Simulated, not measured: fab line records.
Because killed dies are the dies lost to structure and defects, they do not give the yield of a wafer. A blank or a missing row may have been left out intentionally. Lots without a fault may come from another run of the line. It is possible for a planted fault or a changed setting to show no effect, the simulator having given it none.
Matching of chambers	flow n5 finfet	N5_SD_EPI_N_ETCH_35 on rie diel-05: 4 sister chambers
The step etches SOC in N2/H2, overetch 108 nm, time 486 s. 4 wafers are shown with their chamber, then 12 later ones without.

## WAFERS WITH THEIR CHAMBER
wafer	chamber	throttle valve pct (%)
L083.3	0	23.66
L084.6	3	23.58
L088.3	2	23.54
L088.5	1	24.14

## WAFERS WITH NO CHAMBER GIVEN
wafer	throttle valve pct (%)
L089.1	24.14
L089.5	24.14
L089.6	23.69
L091.1	24.16
L091.2	23.58
L091.6	24.14
L092.1	24.15
L092.3	23.56
L092.4	23.72
L097.1	23.61
L097.3	24.16
L097.5	23.58

## WHICH CHAMBER EACH ONE RAN IN
wafer	from the rows above	in truth
L089.1	1	1
L089.5	1	1
L089.6	0	0
L091.1	1	1
L091.2	can't be placed: 3 or 2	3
L091.6	1	1
L092.1	1	1
L092.3	can't be placed: 2 or 3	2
L092.4	0	0
L097.1	can't be placed: 3 or 0 or 2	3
L097.3	1	1
L097.5	can't be placed: 3 or 2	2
8 of 12 placed correctly. Can't be placed from these rows: 4 (the true chamber is among the candidates in 4). Wrongly placed: 0.
How it was worked out, from the rows above alone: a wafer's distance from a chamber is the root of the sum, over the readings, of the square of ((its reading less the chamber's mean) divided by the reading's scatter). The wafer belongs to the nearest chamber; if the next one is less than 2 further off, it can't be placed. Each chamber's mean is taken over the wafers shown for it. The scatter: root of mean squared gap, hidden wafer to nearest shown wafer, with one shown wafer a chamber.
